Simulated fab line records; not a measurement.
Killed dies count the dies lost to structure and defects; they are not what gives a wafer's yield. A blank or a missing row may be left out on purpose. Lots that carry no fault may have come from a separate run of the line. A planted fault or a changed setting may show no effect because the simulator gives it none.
fab line records | flow n5Finfet
[record] lots = 7 wafers = 21
route steps=1938 shown BEOL_M4@1050 BEOL_M5@1161 BEOL_M6@1251 BEOL_M7@1299 BEOL_M8@1350
startH: hours from the record's opening day to when the first of the lot's shown wafers began | waitH: hours from the lot's prior step to this one | " the same as in the row above | L1.1+2: a single row standing in for several wafers | - no value present, or no start provided | * or withheld: withheld | < > ~ a bound
route shown NAME@n: NAME is a module with steps in the file, n the number in the route of the first one | usual: average and standard deviation across the fault-free wafers | same: alike in all rows | chamber/n: place in a boat | sites: per-site readings | _std_site: standard deviation of those values | _edge_site: mean of outer sites minus mean of inner sites | radiusMm: for every site, how far away it sits from the centre of the wafer | mask NAME#n: copy n | behind: tool/chamber where the wafer was last shaped | hold: the reason the lot was held/the length of the hold in hours/how it ended | device: whichever transistor did not switch (one of n, p or np) | end of line: the tests these same wafers got at the end of their route | step lacking rows: just its recipe | killed: dies lost to structure and defects at the first sort, not the wafer's yield | map: shows each die of a wafer: x if killed, . if not, _ if none is there
set.NAME: the setting that was run; set.NAME@STEP: the one run at that earlier step | model.NAME: the simulator's own value behind a step, which no gauge read
lots with deliberately changed settings; one table per step, one row per wafer
[[steps]]
[step N5_BEOL_M4_COAT_22]
[recipe] resist = CAR-EUV spinRpm = 1500 resistThkNm = 30
// columns lot.wafer tool chamber startH waitH set.spinRpm model.CAR-EUV_of_BEOL_M4_COAT_22.thkNm
L079.2 lithoTrack-05 0 - - 1634 28.6
L079.5 " 0 " " 1500 30
L079.6 " 0 " " 1500 29.8
L080.1 lithoTrack-03 0 - - 1397 31.2
L080.2 " 0 " " 1500 30.2
L080.3 " 0 " " 1500 30
L082.4+6 lithoTrack-05 0 - - 1500 30
L082.5 " 0 " " 1362 31.6
L088.1+2 lithoTrack-01 0 - - 1500 30
L088.5 " 0 " " 1500 29.8
L090.1 lithoTrack-05 0 - - 1500 30
L090.3 " 0 " " 1351 31.6
L090.4 " 0 " " 1500 30.2
L094.2+3+4 lithoTrack-05 0 - - 1500 30
L097.1 lithoTrack-01 0 - - 1422 31
L097.2+4 " 0 " " 1500 30
[step N5_BEOL_M4_EBR_24]
[recipe] solvent = PGMEA ebrWidthMm = 1.5
[step N5_BEOL_M4_SOFTBAKE_23]
[recipe] tempC = 110 timeS = 60 resist = CAR-EUV
[step N5_BEOL_M4_EXPOSE_25]
[recipe] maskId = V3 na = 0.33 sourceShape = quasar sigmaInner = 0.2 sigmaOuter = 0.8 polarization = unpolarized defocusNm = 5 doseMj = 63
[step N5_BEOL_M4_PEB_26]
[recipe] pebTempC = 100 pebTimeS = 60 resist = CAR-EUV
[step N5_BEOL_M4_DEVELOP_27]
[recipe] developTimeS = 30 developer = TMAH resist = CAR-EUV rinseLiquid = surfactantRinse dry = airSpin devTempC = 23
// columns lot.wafer tool chamber startH waitH set.spinRpm@BEOL_M4_COAT_22 model.CAR-EUV_of_BEOL_M4_COAT_22.thkNm
L079.2 lithoTrack-03 0 - - 1634 28.2
L079.5 " 0 " " 1500 29.6
L079.6 " 0 " " 1500 29.4
L080.1 lithoTrack-01 0 - - 1397 30.6
L080.2+3 " 0 " " 1500 29.6
L082.4+6 lithoTrack-05 0 - - 1500 29.6
L082.5 " 0 " " 1362 31
L088.1+5 lithoTrack-01 0 - - 1500 29.4
L088.2 " 0 " " 1500 29.6
L090.1 lithoTrack-01 0 - - 1500 29.6
L090.3 " 0 " " 1351 31.2
L090.4 " 0 " " 1500 29.8
L094.2+3+4 lithoTrack-05 0 - - 1500 29.6
L097.1 lithoTrack-01 0 - - 1422 30.4
L097.2+4 " 0 " " 1500 29.6
[step N5_BEOL_M4_DESCUM_33]
[recipe] chemistry = O2 timeS = 7 sourcePowerW = 50 biasPowerW = 20 pressureMtorr = 20 rfFrequencyHz = 2.712e+07 tempC = 40 resist = CAR-EUV o2FlowSccm = 225
[step N5_BEOL_M4_ETCH_77]
[recipe] chemistry = N2/H2 target = underlayer targetDepthA = 65 maskMaterial = CAR-EUV timeS = 5.2 ionEnergyEv = 200 pressureMtorr = 30 sourceW = 840 biasW = 150 n2FlowSccm = 200 h2FlowSccm = 200 ends = cleared
// columns lot.wafer tool chamber startH waitH set.spinRpm@BEOL_M4_COAT_22 model.CAR-EUV_of_BEOL_M4_COAT_22.thkNm
L079.2 rieDiel-01 2 180.94 0.0 1634 19
L079.5 " 2 " " 1500 20.2
L079.6 " 3 " " 1500 20
L080.1 rieDiel-04 1 194.02 0.0 1397 21.2
L080.2 " 0 " " 1500 20.6
L080.3 " 2 " " 1500 20.4
L082.4+6 rieDiel-01 1 207.27 0.0 1500 20.6
L082.5 " 2 " " 1362 21.8
L088.1+5 rieDiel-02 0,2 252.42 0.0 1500 20.2
L088.2 " 3 " " 1500 20.4
L090.1 rieDiel-02 3 266.93 0.0 1500 20.4
L090.3 " 1 " " 1351 22
L090.4 " 2 " " 1500 20.6
L094.2+3+4 rieDiel-02 3,0,2 275.15 0.0 1500 20.4
L097.1 rieDiel-04 2 314.43 0.0 1422 21.4
L097.2 " 1 " " 1500 20.2
L097.4 " 0 " " 1500 20.4
[step N5_BEOL_M4_ETCH_69]
[recipe] chemistry = CF4 target = SiARC targetDepthA = 156 maskMaterial = CAR-EUV timeS = 26 ionEnergyEv = 80 pressureMtorr = 40 sourceW = 545 biasW = 36 Ar_flow_sccm = 100 cf4FlowSccm = 100 ends = cleared
[step N5_BEOL_M4_ALD_98]
[recipe] material = SiO2 targetThkA = 25 tempC = 100 aldPrecursorFamily = BDEAS aldCoReactant = O2-plasma pulseTimeS = 1 coReactantPulseTimeS = 1 purgeTimeS = 2 coReactantPurgeTimeS = 2 aldCycles = 17 pressureTorr = 2
[step N5_BEOL_M4_ETCHBACK_99]
[recipe] chemistry = CHF3 target = SiO2 targetDepthA = 50 timeS = 10.4 sourceW = 215 biasW = 47 Ar_flow_sccm = 200 CHF3_flow_sccm = 12 ionEnergyEv = 100 pressureMtorr = 30
[step N5_BEOL_M4_ETCH_70]
[recipe] chemistry = N2/H2 target = SOC targetDepthA = 800 overetchA = 240 maskMaterial = SiARC tempC = 40 timeS = 130 ionEnergyEv = 200 pressureMtorr = 30 sourceW = 840 biasW = 150 n2FlowSccm = 200 h2FlowSccm = 200
// columns lot.wafer tool chamber startH waitH set.spinRpm@BEOL_M4_COAT_67 model.etch.depthNm
L079.2 rieDiel-01 1 184.68 0.0 1500 60.15
L079.5 " 0 " " 1500 60.32
L079.6 " 3 " " 1500 60.26
L080.1 rieDiel-01 0 195.69 0.0 1500 59.94
L080.2 " 1 " " 1500 59.96
L080.3 " 2 " " 1500 60.04
L082.4 rieDiel-01 2 213.50 0.0 1500 59.69
L082.5 " 3 " " 1394 62.16
L082.6 " 0 " " 1394 62.3
L088.1 rieDiel-02 2 252.68 0.0 1500 59.93
L088.2 " 3 " " 1500 60.01
L088.5 " 2 " " 1500 59.99
L090.1 rieDiel-02 1 267.53 0.0 1500 59.99
L090.3 " 0 " " 1500 60.08
L090.4 " 2 " " 1500 59.93
L094.2 rieDiel-02 0 279.01 0.0 1500 59.94
L094.3 " 2 " " 1658 56.94
L094.4 " 1 " " 1500 59.85
L097.1 rieDiel-04 3 315.24 0.0 1500 59.99
L097.2 " 2 " " 1500 59.92
L097.4 " 0 " " 1500 59.95
[step N5_BEOL_M4_STRIP_71]
[recipe] chemistry = N2/H2 tempC = 40 n2FlowSccm = 200 h2FlowSccm = 200 rfFrequencyHz = 6e+07
[step N5_BEOL_M4_STRIP_78]
[recipe] chemistry = N2/H2 tempC = 40 n2FlowSccm = 200 h2FlowSccm = 200 rfFrequencyHz = 6e+07
[step N5_BEOL_M4_VIA_ETCH_34]
[recipe] chemistry = C4F6/O2 targetDepthA = 694 maskMaterial = SOC pressureMtorr = 15 ionEnergyEv = 250 taperDeg = 4 timeS = 65.9 sourceW = 350 biasW = 170 Ar_flow_sccm = 300 C4F6_flow_sccm = 10 O2_flow_sccm = 10
// columns lot.wafer tool chamber startH waitH set.spinRpm@BEOL_M4_COAT_67 model.SOC_of_BEOL_M4_COAT_67.thkNm
L079.2 rieDiel-01 1 184.79 0.0 1500 52
L079.5 " 0 " " 1500 52.2
L079.6 " 3 " " 1500 52.4
L080.1+3 rieDiel-01 0,2 195.80 0.0 1500 51.8
L080.2 " 1 " " 1500 51.6
L082.4 rieDiel-01 2 213.60 0.0 1500 51.4
L082.5+6 " 3,0 " " 1394 54.2
L088.1+2+5 rieDiel-02 2,3,2 252.78 0.0 1500 52
L090.1+3 rieDiel-02 1,0 267.63 0.0 1500 51.8
L090.4 " 2 " " 1500 52
L094.2 rieDiel-02 0 279.11 0.0 1500 51.8
L094.3 " 2 " " 1658 49
L094.4 " 1 " " 1500 52
L097.1 rieDiel-04 3 315.35 0.0 1500 51.2
L097.2+4 " 2,0 " " 1500 51.8
[step N5_BEOL_M4_STRIP_83]
[recipe] chemistry = C4F6/O2 resist = SiARC rfFrequencyHz = 6e+07
[step N5_BEOL_M4_STRIP_36]
[recipe] chemistry = N2/H2 powerW = 450 tempC = 40 pressureMtorr = 20 rfFrequencyHz = 6e+07 overashFraction = 0.3 biasPowerW = 7 h2Frac = 0.5 n2FlowSccm = 200 h2FlowSccm = 200
[step N5_BEOL_M4_STRIP_97]
[recipe] chemistry = N2/H2 timeS = 10 powerW = 450 tempC = 40 pressureMtorr = 20 rfFrequencyHz = 6e+07 biasPowerW = 7 n2FlowSccm = 200 h2FlowSccm = 200
[step N5_BEOL_M4_HM_STRIP_39]
[recipe] chemistry = peroxideTinStrip material = TiN targetDepthA = 250 tempC = 50 timeS = 158
// columns lot.wafer tool chamber startH waitH set.tempC@BEOL_M4_PECVD_72 model.SiO2_of_BEOL_M4_PECVD_72.thkNm
L079.2 wetBench-06 6 185.08 0.0 413.7 14
L079.5 " 0 " " 413.7 14.4
L079.6 " 7 " " 400 15.8
L080.1 wetBench-04 1 196.08 0.0 400 15.4
L080.2 " 2 " " 400 15.8
L080.3 " 0 " " 400 15.6
L082.4 wetBench-06 1 213.89 0.0 400 15.8
L082.5 " 4 " " 409.4 15.2
L082.6 " 7 " " 400 16
L088.1+2+5 wetBench-01 0,4,5 253.07 0.0 400 15.6
L090.1+4 wetBench-01 0,7 267.92 0.0 400 16
L090.3 " 5 " " 383.8 17.6
L094.2+4 wetBench-04 2,1 279.40 0.0 400 16
L094.3 " 6 " " 400 15.8
L097.1 wetBench-01 7 315.64 0.0 394.5 16
L097.2 " 0 " " 394.5 15.8
L097.4 " 4 " " 394.5 16.4
[step N5_BEOL_M5_ETCH_41]
[recipe] chemistry = CH3F/O2 target = SiCN targetDepthA = 315 taperDeg = 2 timeS = 56.7 ionEnergyEv = 120 maskMaterial = TiN pressureMtorr = 30 sourceW = 395 biasW = 75 Ar_flow_sccm = 150 CH3F_flow_sccm = 30 O2_flow_sccm = 20
[usual] rfVppV = 297.8/1.5
// columns lot.wafer tool chamber startH waitH set.sourceW rfVppV
L079.2 rieDiel-06 2 - - 395 296.1
L079.5 " 1 " " 334.3 316.9
L079.6 " 0 " " 395 298.9
L080.1 rieDiel-03 2 - - 344.4 311.8
L080.2 " 3 " " 395 297.0
L080.3 " 0 " " 344.4 312.8
L082.4 rieDiel-05 3 - - 395 296.0
L082.5 " 1 " " 395 298.2
L082.6 " 2 " " 395 298.6
L088.1 rieDiel-06 0 - - 395 299.4
L088.2 " 1 " " 395 299.8
L088.5 " 3 " " 395 294.4
L090.1 rieDiel-06 0 - - 395 297.4
L090.3 " 2 " " 395 295.1
L090.4 " 3 " " 395 294.5
L094.2 rieDiel-03 2 - - 337.6 313.7
L094.3 " 1 " " 337.6 313.2
L094.4 " 1 " " 337.6 314.0
L097.1 rieDiel-03 3 - - 422.4 291.9
L097.2 " 2 " " 395 299.0
L097.4 " 1 " " 395 298.8
[step N5_BEOL_M6_ALD_77]
[recipe] material = TaN targetThkA = 20 tempC = 275 aldPrecursorFamily = PDMAT aldCoReactant = NH3 pressureTorr = 3 carrierFlowSccm = 1500 pulseTimeS = 2 purgeTimeS = 3 coReactantPurgeTimeS = 2 coReactantPulseTimeS = 3 aldCycles = 40 precursorVesselTempC = 75 precursorVesselPressureTorr = 26.25 precursorVesselCarrierSccm = 1000
// columns lot.wafer tool chamber startH waitH set.aldCycles model.TaN_of_BEOL_M6_ALD_77.thkNm
L079.2+5 aldMetal-01 3,0 208.96 0.0 40 2
L079.6 " 3 " " 37 1.8
L080.1+2 aldMetal-02 1,0 221.46 0.0 46 2.4
L080.3 " 2 " " 40 2
L082.4+6 aldMetal-02 3,0 243.73 0.0 40 2
L082.5 " 3 " " 35 1.8
L088.1+2+5 aldMetal-02 2,1,2 275.57 0.1 40 2
L090.1 aldMetal-01 2 288.18 0.0 40 2
L090.3+4 " 1,0 " " 33 1.6
L094.2+3+4 aldMetal-02 2,3,0 306.24 0.0 40 2
L097.1+2+4 aldMetal-02 3,0,2 346.99 0.0 40 2
[step N5_BEOL_M7_DESCUM_33]
[recipe] chemistry = O2 timeS = 7 sourcePowerW = 50 biasPowerW = 20 pressureMtorr = 20 rfFrequencyHz = 2.712e+07 tempC = 40 resist = CAR-EUV o2FlowSccm = 225
// columns lot.wafer tool chamber startH waitH set.timeS
L079.2 rieDiel-03 1 216.65 0.0 7.934
L079.5+6 " 1,2 " " 7
L080.1+3 rieDiel-03 2,3 229.17 0.0 7.395
L080.2 " 1 " " 7
L082.4+5+6 rieDiel-05 2,3,0 249.33 0.0 7
L088.1+2+5 rieDiel-05 2,0,2 283.66 0.1 7
L090.1+4 rieDiel-05 2 292.98 0.3 8.041
L090.3 " 3 " " 7
L094.2+3+4 rieDiel-05 3,0,1 313.82 0.0 7
L097.1+2+4 rieDiel-05 1,3,3 353.78 0.0 7
[step N5_BEOL_M7_ETCH_72]
[recipe] chemistry = N2/H2 target = underlayer targetDepthA = 65 maskMaterial = CAR-EUV timeS = 5.2 ionEnergyEv = 200 pressureMtorr = 30 sourceW = 840 biasW = 150 n2FlowSccm = 200 h2FlowSccm = 200 ends = cleared
// columns lot.wafer tool chamber startH waitH set.timeS@BEOL_M7_DESCUM_33 model.CAR-EUV_of_BEOL_M7_COAT_22.thkNm
L079.2 rieDiel-03 1 216.68 0.0 7.934 19.8
L079.5+6 " 1,2 " " 7 20.4
L080.1 rieDiel-03 2 229.21 0.0 7.395 20.2
L080.2 " 1 " " 7 20.4
L080.3 " 3 " " 7.395 20
L082.4+5+6 rieDiel-05 2,3,0 249.36 0.0 7 20.2
L088.1+5 rieDiel-05 2 283.72 0.0 7 20.4
L088.2 " 0 " " 7 20.2
L090.1+4 rieDiel-05 2 293.01 0.0 8.041 19.8
L090.3 " 3 " " 7 20.2
L094.2 rieDiel-05 3 313.85 0.0 7 20.4
L094.3+4 " 0,1 " " 7 20.2
L097.1+2+4 rieDiel-05 1,3,3 353.81 0.0 7 20.4
[step N5_BEOL_M7_ETCH_41]
[recipe] chemistry = CH3F/O2 target = SiCN targetDepthA = 319 taperDeg = 2 timeS = 57.8 ionEnergyEv = 120 maskMaterial = TiN pressureMtorr = 30 sourceW = 395 biasW = 75 Ar_flow_sccm = 150 CH3F_flow_sccm = 30 O2_flow_sccm = 20
[usual] rfVppV = 298.1/1.3
// columns lot.wafer tool chamber startH waitH set.biasW rfVppV
L079.2 rieDiel-03 1 - - 75 298.9
L079.5 " 1 " " 75 298.9
L079.6 " 2 " " 75 297.4
L080.1 rieDiel-03 2 - - 75 297.4
L080.2 " 1 " " 68.33 281.8
L080.3 " 3 " " 75 299.0
L082.4 rieDiel-05 2 - - 75 298.6
L082.5 " 3 " " 66.44 274.4
L082.6 " 0 " " 66.44 276.7
L088.1 rieDiel-05 2 - - 75 299.7
L088.2 " 0 " " 75 298.3
L088.5 " 2 " " 75 299.5
L090.1 rieDiel-05 2 - - 75 299.8
L090.3 " 3 " " 75 297.7
L090.4 " 2 " " 81.1 313.3
L094.2 rieDiel-05 3 - - 75 297.8
L094.3 " 0 " " 75 298.6
L094.4 " 1 " " 64.16 271.0
L097.1 rieDiel-05 1 - - 75 298.6
L097.2 " 3 " " 75 296.3
L097.4 " 3 " " 75 297.7
[step N5_BEOL_M8_ETCH_62]
[recipe] chemistry = N2/H2 target = SOC targetDepthA = 1100 overetchA = 220 maskMaterial = SiARC tempC = 40 timeS = 165 ionEnergyEv = 200 pressureMtorr = 30 sourceW = 840 biasW = 150 n2FlowSccm = 200 h2FlowSccm = 200
[usual] rfVppV = 523.8/2
// columns lot.wafer tool chamber startH waitH set.sourceW rfVppV
L079.2 rieDiel-04 3 222.12 0.0 707.2 557.6
L079.5 " 1 " " 707.2 560.4
L079.6 " 2 " " 840 524.7
L080.1 rieDiel-01 1 237.06 0.0 840 525.4
L080.2 " 0 " " 840 525.6
L080.3 " 2 " " 840 524.5
L082.4 rieDiel-02 0 253.71 0.0 960.2 500.6
L082.5 " 2 " " 840 521.6
L082.6 " 1 " " 840 520.7
L088.1 rieDiel-02 0 289.12 0.0 840 521.3
L088.2 " 2 " " 840 521.6
L088.5 " 3 " " 840 523.1
L090.1 rieDiel-01 0 300.25 0.0 840 524.9
L090.3 " 2 " " 840 522.2
L090.4 " 1 " " 840 525.8
L094.2 rieDiel-02 2 319.28 0.0 840 522.9
L094.3 " 0 " " 934.4 503.3
L094.4 " 1 " " 934.4 502.2
L097.1 rieDiel-04 0 358.90 0.0 750.8 541.0
L097.2 " 2 " " 840 525.1
L097.4 " 3 " " 750.8 545.7
[step N5_BEOL_M8_COAT_71]
[recipe] resist = underlayer tempC = 205 timeS = 60 spinRpm = 1500 resistThkNm = 5
// columns lot.wafer tool chamber startH waitH set.spinRpm
L079.2+5+6 lithoTrack-05 0 - - 1500
L080.1+2 lithoTrack-05 0 - - 1500
L080.3 " 0 " " 1637
L082.4+5 lithoTrack-02 0 - - 1381
L082.6 " 0 " " 1500
L088.1+2+5 lithoTrack-02 0 - - 1500
L090.1+3+4 lithoTrack-05 0 - - 1500
L094.2+3 lithoTrack-02 0 - - 1407
L094.4 " 0 " " 1500
L097.1 lithoTrack-05 0 - - 1592
L097.2+4 " 0 " " 1500
[step N5_BEOL_M8_COAT_22]
[recipe] resist = CAR-EUV spinRpm = 1500 resistThkNm = 30
[step N5_BEOL_M8_EBR_24]
[recipe] solvent = PGMEA ebrWidthMm = 1.5
[step N5_BEOL_M8_DESCUM_33]
[recipe] chemistry = O2 timeS = 7 sourcePowerW = 50 biasPowerW = 20 pressureMtorr = 20 rfFrequencyHz = 2.712e+07 tempC = 40 resist = CAR-EUV o2FlowSccm = 225
[step N5_BEOL_M8_ETCH_72]
[recipe] chemistry = N2/H2 target = underlayer targetDepthA = 65 maskMaterial = CAR-EUV timeS = 5.2 ionEnergyEv = 200 pressureMtorr = 30 sourceW = 840 biasW = 150 n2FlowSccm = 200 h2FlowSccm = 200 ends = cleared
// columns lot.wafer tool chamber startH waitH set.spinRpm@BEOL_M8_COAT_71 model.etch.depthNm
L079.2 rieDiel-02 1 225.65 0.0 1500 4.985
L079.5 " 3 " " 1500 4.999
L079.6 " 2 " " 1500 5.001
L080.1 rieDiel-04 0 240.92 0.0 1500 4.981
L080.2 " 3 " " 1500 4.987
L080.3 " 1 " " 1637 4.757
L082.4 rieDiel-01 0 254.73 0.0 1381 5.221
L082.5 " 3 " " 1381 5.216
L082.6 " 2 " " 1500 5.022
L088.1 rieDiel-02 1 292.82 0.0 1500 5.027
L088.2 " 3 " " 1500 5.019
L088.5 " 2 " " 1500 5.029
L090.1 rieDiel-04 2 302.81 0.0 1500 4.994
L090.3 " 1 " " 1500 4.995
L090.4 " 0 " " 1500 4.989
L094.2 rieDiel-02 2 320.27 0.0 1407 5.166
L094.3 " 3 " " 1407 5.154
L094.4 " 0 " " 1500 5.003
L097.1 rieDiel-02 2 361.09 0.0 1592 4.848
L097.2 " 1 " " 1500 5
L097.4 " 1 " " 1500 4.986
[[key]]
[split] step = N5_BEOL_M4_COAT_22 setting = spinRpm stated = 1500 by = wafer
[response] step = N5_BEOL_M4_COAT_22 reading = model.CAR-EUV_of_BEOL_M4_COAT_22.thkNm change = -0.16 per = 1% r = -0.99
[response] step = N5_BEOL_M4_DEVELOP_27 reading = model.CAR-EUV_of_BEOL_M4_COAT_22.thkNm change = -0.149 per = 1% r = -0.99
[response] step = N5_BEOL_M4_ETCH_77 reading = model.CAR-EUV_of_BEOL_M4_COAT_22.thkNm change = -0.137 per = 1% r = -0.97
[split] step = N5_BEOL_M5_ETCH_41 setting = sourceW stated = 395 by = wafer
[response] step = N5_BEOL_M5_ETCH_41 reading = rfVppV change = -1.21 per = 1% r = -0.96
[split] step = N5_BEOL_M6_ALD_77 setting = aldCycles stated = 40 by = wafer
[response] step = N5_BEOL_M6_ALD_77 reading = model.TaN_of_BEOL_M6_ALD_77.thkNm change = +0.0229 per = 1% r = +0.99
[split] step = N5_BEOL_M7_DESCUM_33 setting = timeS stated = 7 by = wafer
[response] step = N5_BEOL_M7_ETCH_72 reading = model.CAR-EUV_of_BEOL_M7_COAT_22.thkNm change = -0.0363 per = 1% r = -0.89
[split] step = N5_BEOL_M7_ETCH_41 setting = biasW stated = 75 by = wafer
[response] step = N5_BEOL_M7_ETCH_41 reading = rfVppV change = +1.9 per = 1% r = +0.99
[split] step = N5_BEOL_M8_ETCH_62 setting = sourceW stated = 840 by = wafer
[response] step = N5_BEOL_M8_ETCH_62 reading = rfVppV change = -1.81 per = 1% r = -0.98
[split] step = N5_BEOL_M8_COAT_71 setting = spinRpm stated = 1500 by = wafer
[response] step = N5_BEOL_M8_ETCH_72 reading = model.etch.depthNm change = -0.0247 per = 1% r = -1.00
split outsideThisFile step=N5_BEOL_M4_PECVD_72 setting=tempC
split outsideThisFile step=N5_BEOL_M4_COAT_67 setting=spinRpm
// split outsideThisFile: this setting was split too, and the file shows its column; the key of that split is in another file
